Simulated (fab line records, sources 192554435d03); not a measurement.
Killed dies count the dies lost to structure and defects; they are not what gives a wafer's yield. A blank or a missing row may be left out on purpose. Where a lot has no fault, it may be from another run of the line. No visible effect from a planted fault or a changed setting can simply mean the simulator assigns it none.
fab line records	flow n5Finfet
record lots=4	wafers=12	lastDay=17
route steps=1938 shown SD_EPI_N@284 SD_EPI_P@295 BEOL_M4@1111
lots with no fault: from the same line, run without faults
startH: start of the lot's first displayed wafer, in hours after the record's first day	waitH: hours from the lot's prior step to this one	" unchanged from the row above	L1.1+2: several wafers, shown together as one row	- value missing, or start not given	* or withheld: withheld	< > ~ a bound
route shown NAME@n: NAME is a module with steps in the file, n the number in the route of the first one	usual: the fault-free wafers' mean and standard deviation	same: alike in all rows	chamber/n: place in a boat	sites: the reading at each site	_std_site: standard deviation of those values	_edge_site: inner sites' mean taken away from outer sites' mean	radiusMm: for every site, how far away it sits from the centre of the wafer	mask NAME#n: copy n	behind: the last tool/chamber to shape the wafer	hold: the reason the lot was held/the length of the hold in hours/how it ended	device: transistor that didn't switch, given as n, p or np	end of line: tests run on the same wafers once the route is complete	a step with no rows: only its recipe	killed: at the first sort, the dies lost to defects and structure; wafer yield is something else	map: a wafer's dies, marking killed ones x, the rest . and places with no die _
set.NAME: the run value of the setting; set.NAME@STEP: its run value at that earlier step	model.NAME: the simulator's own value behind a step, which no gauge read
lots at selected steps of the route; one table per step, one row per wafer
services: when a tool's chamber went out of use (startH, in hours from the record's first day, below 0 if earlier), for how many hours, and the reason
## steps
# step N5_SD_EPI_N_STRIP_18
# recipe chemistry=SPM	timeS=750	tempC=130	h2so4H2o2VolRatio=4
# step N5_SD_EPI_N_SRD_20
# recipe dry=ipaMarangoni	doPpb=5	timeS=30	tempC=23	rinseLiquid=diw
# step N5_SD_EPI_N_PRECLEAN_48
# recipe chemistry=NF3:NH3	afsCycles=2	tempC=30	timeS=20	sublimationTempC=180	sublimationTimeS=60	pressureTorr=3	rfPowerW=30
# step N5_SD_EPI_N_VAPOR_ETCH_50
# recipe chemistry=HCl	target=Si	tempC=775	timeS=54	pressureTorr=20	mode=isotropic
# step N5_SD_EPI_N_EPI_21
# recipe material=Si:P	dopant=P	tempC=680	pressureTorr=255	timeS=690
# step N5_SD_EPI_N_PRECLEAN_24
# recipe chemistry=O3/DIW	timeS=60	tempC=22	o3Ppm=10
# step N5_SD_EPI_N_SRD_25
# recipe timeS=30	tempC=23	rinseLiquid=diw	dry=ipaMarangoni
# step N5_SD_EPI_N_PRECLEAN_49
# recipe chemistry=NF3:NH3	afsCycles=1	tempC=30	timeS=20	sublimationTempC=180	sublimationTimeS=60	pressureTorr=3	rfPowerW=30
# step N5_SD_EPI_N_LINER_46
# recipe material=SiNx	targetThkA=30	tempC=400	aldPrecursorFamily=SiH2I2	aldCoReactant=N2/H2-plasma	pressureTorr=2
# step N5_SD_EPI_P_COAT_34
# recipe resist=SOC	tempC=250	timeS=60	spinRpm=1500	resistThkNm=350
# step N5_SD_EPI_P_COAT_35
# recipe resist=SiARC	tempC=220	timeS=60	spinRpm=1500	resistThkNm=35
# usual spinSpeedRpm=1500.1/0.97
lot.wafer	tool	chamber	startH	waitH	spinSpeedRpm	model.SiARC_of_SD_EPI_P_COAT_35.thkNm
L886.1	lithoTrack-02	0	89.17	-	1498.8	35.2
L886.2	"	0	"	"	1500.2	35.2
L886.6	"	0	"	"	1499.5	35.2
L895.4	lithoTrack-02	0	141.97	-	733.1	50.2
L895.5	"	0	"	"	732.6	50
L895.6	"	0	"	"	733.2	50.2
L896.1	lithoTrack-02	0	151.63	-	733.6	50
L896.2	"	0	"	"	733.2	50
L896.5	"	0	"	"	732.1	50
L900.1	lithoTrack-05	0	192.39	-	1499.9	35
L900.4	"	0	"	"	1502.4	35
L900.5	"	0	"	"	1501.4	34.8
# step N5_SD_EPI_P_COAT_03
# recipe resist=CAR-ArF-block	spinRpm=1500	resistThkNm=150
# step N5_SD_EPI_P_EBR_05
# recipe solvent=PGMEA	ebrWidthMm=1.5
# step N5_SD_EPI_P_SOFTBAKE_04
# recipe tempC=110	timeS=60	resist=CAR-ArF-block
# step N5_SD_EPI_P_EXPOSE_06
# recipe maskId=SD_P_BLK	na=1.35	sourceShape=conventional	sigmaOuter=0.8	polarization=unpolarized	targetCdNm=240	doseMj=39.5
# step N5_SD_EPI_P_PEB_07
# recipe pebTempC=110	pebTimeS=60	resist=CAR-ArF-block
# step N5_SD_EPI_P_DEVELOP_08
# recipe developTimeS=30	developer=TMAH	resist=CAR-ArF-block	devTempC=23	rinseLiquid=diw	dry=airSpin
# step N5_SD_EPI_P_DESCUM_14
# recipe chemistry=O2	timeS=7.9	sourcePowerW=50	biasPowerW=20	pressureMtorr=20	rfFrequencyHz=2.712e+07	tempC=40	resist=CAR-ArF-block	o2FlowSccm=225
# step N5_SD_EPI_P_ETCH_36
# recipe chemistry=CF4	target=SiARC	targetDepthA=455	maskMaterial=CAR-ArF-block	timeS=75.8	ionEnergyEv=80	pressureMtorr=40	sourceW=545	biasW=36	Ar_flow_sccm=100	cf4FlowSccm=100	ends=cleared
# usual drypumpMotorCurrentA=5.8/0.49	etchRfOnTimeS=75.2/1.7	oesProductAu=0.69/0.087	rfVppV=184.2/1.2	showerheadPlenumPTorr=2.15/0.066	throttleValvePct=15.5/0.31
lot.wafer	tool	chamber	startH	waitH	drypumpMotorCurrentA	etchRfOnTimeS	oesProductAu	rfHoursCounterH	rfVppV	showerheadPlenumPTorr	throttleValvePct	model.etch.depthNm	model.CAR-ArF-block_of_SD_EPI_P_COAT_03.thkNm
L886.1	rieDiel-03	3	89.61	0.0	6.6	75.4	0.59	244	184.8	2.19	15.7	35.19	110.6
L886.2	"	1	"	"	6.0	77.3	0.64	143	185.3	2.23	16.0	35.2	111
L886.6	"	0	"	"	4.9	77.4	0.70	-	185.1	2.16	15.3	35.18	110.8
L895.4	rieDiel-01	3	142.52	0.0	5.4	106.4	0.60	244	183.1	2.12	15.7	50.16	97
L895.5	"	1	"	"	5.8	102.7	0.82	-	185.5	2.27	15.0	50	97.4
L895.6	"	0	"	"	6.4	107.1	0.74	-	185.0	2.16	15.4	50.14	97
L896.1	rieDiel-01	2	151.99	0.0	5.7	108.1	0.77	29	183.5	2.18	15.4	49.98	97.8
L896.2	"	3	"	"	5.4	106.9	0.61	246	183.3	2.12	15.7	50.08	97.2
L896.5	"	2	"	"	5.7	108.0	0.78	-	184.0	2.18	15.4	49.93	97.2
L900.1	rieDiel-02	0	192.95	0.0	5.7	73.1	0.79	20	182.9	2.09	15.3	34.94	110.8
L900.4	"	2	"	"	6.4	75.5	0.82	5	184.5	2.10	15.6	35.06	110.6
L900.5	"	1	"	"	5.2	77.0	0.59	-	182.3	2.04	16.0	34.85	111.4
# step N5_SD_EPI_P_ETCH_37
# recipe chemistry=N2/H2	target=SOC	overetchA=1080	maskMaterial=SiARC	tempC=40	ionEnergyEv=100	sourceW=3000	biasW=133	pressureMtorr=20	timeS=486	n2FlowSccm=200	h2FlowSccm=200	ends=endPoint
# step N5_SD_EPI_P_STRIP_38
# recipe chemistry=N2/H2	tempC=40	n2FlowSccm=200	h2FlowSccm=200	rfFrequencyHz=6e+07
# step N5_SD_EPI_P_ETCHBACK_46
# recipe chemistry=CH3F/O2	mode=anisotropicEtchback	target=SiNx	targetDepthA=175	stopOn=SiO2	overEtchFrac=0.3	ionEnergyEv=120	pressureMtorr=30	sourceW=395	biasW=73	Ar_flow_sccm=150	CH3F_flow_sccm=30	O2_flow_sccm=20
# step N5_SD_EPI_P_ETCH_47
# recipe chemistry=CH3F/O2	target=SiOCN	targetDepthA=250	maskMaterial=SOC	ionEnergyEv=60	biasW=29	pressureMtorr=30	sourceW=410	Ar_flow_sccm=150	CH3F_flow_sccm=30	O2_flow_sccm=20
# step N5_SD_EPI_P_ETCH_16
# recipe chemistry=CHF3/O2	target=SiO2	targetDepthA=50	maskMaterial=SOC	pressureMtorr=30	sourceW=650	biasW=170	Ar_flow_sccm=200	CHF3_flow_sccm=50	O2_flow_sccm=5	ionEnergyEv=200
# usual drypumpMotorCurrentA=5.8/0.49	oesProductAu=0.81/0.1	rfVppV=519/8	showerheadPlenumPTorr=2.42/0.07	throttleValvePct=18.8/0.33
lot.wafer	tool	chamber	startH	waitH	drypumpMotorCurrentA	oesProductAu	rfHoursCounterH	rfVppV	showerheadPlenumPTorr	throttleValvePct	model.SiARC_of_SD_EPI_P_COAT_35.thkNm
L886.1	rieDiel-03	3	90.20	0.1	6.6	0.68	244	515	2.48	19.0	11.8
L886.2	"	1	"	"	6.0	0.75	143	513	2.50	19.3	12.2
L886.6	"	0	"	"	4.9	0.81	-	523	2.43	18.6	12
L895.4	rieDiel-01	3	143.10	0.1	5.4	0.70	244	535	2.38	18.9	26.4
L895.5	"	1	"	"	5.8	0.93	-	512	2.55	18.3	26
L895.6	"	0	"	"	6.4	0.84	-	515	2.42	18.6	26.8
L896.1	rieDiel-01	2	152.58	0.1	5.7	0.88	30	526	2.45	18.7	26.6
L896.2	"	3	"	"	5.4	0.70	246	536	2.38	18.9	26.2
L896.5	"	2	"	"	5.7	0.87	-	526	2.45	18.7	26.6
L900.1	rieDiel-02	0	193.53	0.1	5.6	0.93	20	513	2.37	18.8	10.8
L900.4	"	2	"	"	6.4	0.98	5	521	2.36	18.9	11.2
L900.5	"	1	"	"	5.2	0.70	-	509	2.31	19.4	11.8
# step N5_SD_EPI_P_STRIP_50
# recipe chemistry=CHF3/O2	resist=SiARC	rfFrequencyHz=6e+07
# step N5_BEOL_M4_RC_MEAS_101
# usual DIBL_N=37.2/2.1	DIBL_P=37.3/2.3	IOFF_N=0.18/0.041	IOFF_P=0.24/0.042	ION_N=680/13	ION_P=466/7.7	SS_N=71.8/0.68	SS_P=73.5/0.66	VT_N=249/3.6	VT_P=-248/3.4
lot.wafer	tool	chamber	startH	waitH	DIBL_N[mV/V]	DIBL_P[mV/V]	IOFF_N[nA/um]	IOFF_P[nA/um]	ION_N[uA/um]	ION_P[uA/um]	SS_N[mV/dec]	SS_P[mV/dec]	VT_N[mV]	VT_P[mV]
L886.1	prober-02	0	209.74	0.0	36.1	36.5	0.16	0.23	678	471	71.5	74.3	248	-249
L886.2	"	0	"	"	36.8	37.5	0.18	0.24	685	473	72.6	73.9	249	-247
L886.6	"	0	"	"	32.6	32.1	0.10	0.16	655	458	70.3	73.3	258	-253
L895.4	prober-02	0	261.56	0.5	36.4	36.4	0.15	0.17	666	453	71.2	73.0	249	-256
L895.5	"	0	"	"	36.9	37.7	0.15	0.19	664	446	71.6	73.6	250	-255
L895.6	"	0	"	"	36.3	37.3	0.15	0.19	667	451	71.4	73.2	250	-254
L896.1	prober-02	0	270.93	0.0	36.5	38.3	0.18	0.26	693	477	71.9	73.7	248	-245
L896.2	"	0	"	"	36.5	37.6	0.17	0.24	688	483	71.8	73.5	248	-247
L896.5	"	0	"	"	40.1	42.2	0.26	0.34	710	488	73.0	75.3	243	-243
L900.1	prober-02	0	312.96	0.0	36.9	35.6	0.15	0.21	683	469	71.1	73.1	251	-250
L900.4	"	0	"	"	37.4	36.3	0.16	0.21	673	471	71.7	73.4	251	-248
L900.5	"	0	"	"	40.1	38.5	0.21	0.25	682	470	72.7	74.0	247	-247
## services
tool	chamber	startH	hours	kind
rieDiel-01	1	74.60	31.8	repair
rieDiel-02	0	105.21	-	clean
rieDiel-02	0	105.21	-	consumableReplace:focusRing
rieDiel-02	0	105.21	21.7	scheduledDown
rieDiel-02	0	105.21	21.7	ventCycle
rieDiel-03	3	108.72	-	clean
rieDiel-03	3	108.72	-	consumableReplace:focusRing
rieDiel-02	2	152.47	-	clean
rieDiel-02	2	152.47	-	consumableReplace:focusRing
rieDiel-02	2	152.47	24.3	scheduledDown
rieDiel-02	2	152.47	24.3	ventCycle
lithoTrack-05	-	162.81	-	consumableReplace:filter
rieDiel-03	2	170.50	10.6	repair
rieDiel-01	3	172.28	-	clean
rieDiel-01	3	172.28	-	consumableReplace:focusRing
rieDiel-01	3	172.28	17.3	scheduledDown
rieDiel-01	3	172.28	17.3	ventCycle
rieDiel-02	-	186.52	0.8	repair
## key
firstSign step=N5_SD_EPI_P_COAT_35	reading=spinSpeedRpm	direction=down	sigmas=99+	usual=*	struck=*
effect step=N5_SD_EPI_P_ETCH_36	reading=etchRfOnTimeS	direction=up	sigmas=19	usual=*	struck=*
modelEffect step=N5_SD_EPI_P_COAT_35	value=SiARC_of_SD_EPI_P_COAT_35.thkNm	without=35	struck=50.07
modelEffect step=N5_SD_EPI_P_ETCH_36	value=etch.depthNm	without=34.99	struck=50.05
modelEffect step=N5_SD_EPI_P_ETCH_16	value=SiARC_of_SD_EPI_P_COAT_35.thkNm	without=11.33	struck=26.43
metAt N5_SD_EPI_P_COAT_35
struckWafers L895.4,L895.5,L895.6,L896.1,L896.2,L896.5
onsetBetween 89.17 141.97
fault kind=processParameterDrift	tool=lithoTrack-02	chamber=-	onsetH=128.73	steps=N5_SD_EPI_P_COAT_35	channel=spinRpm	offset=*	shape=step	endH=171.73	actsIn=*	stated=*
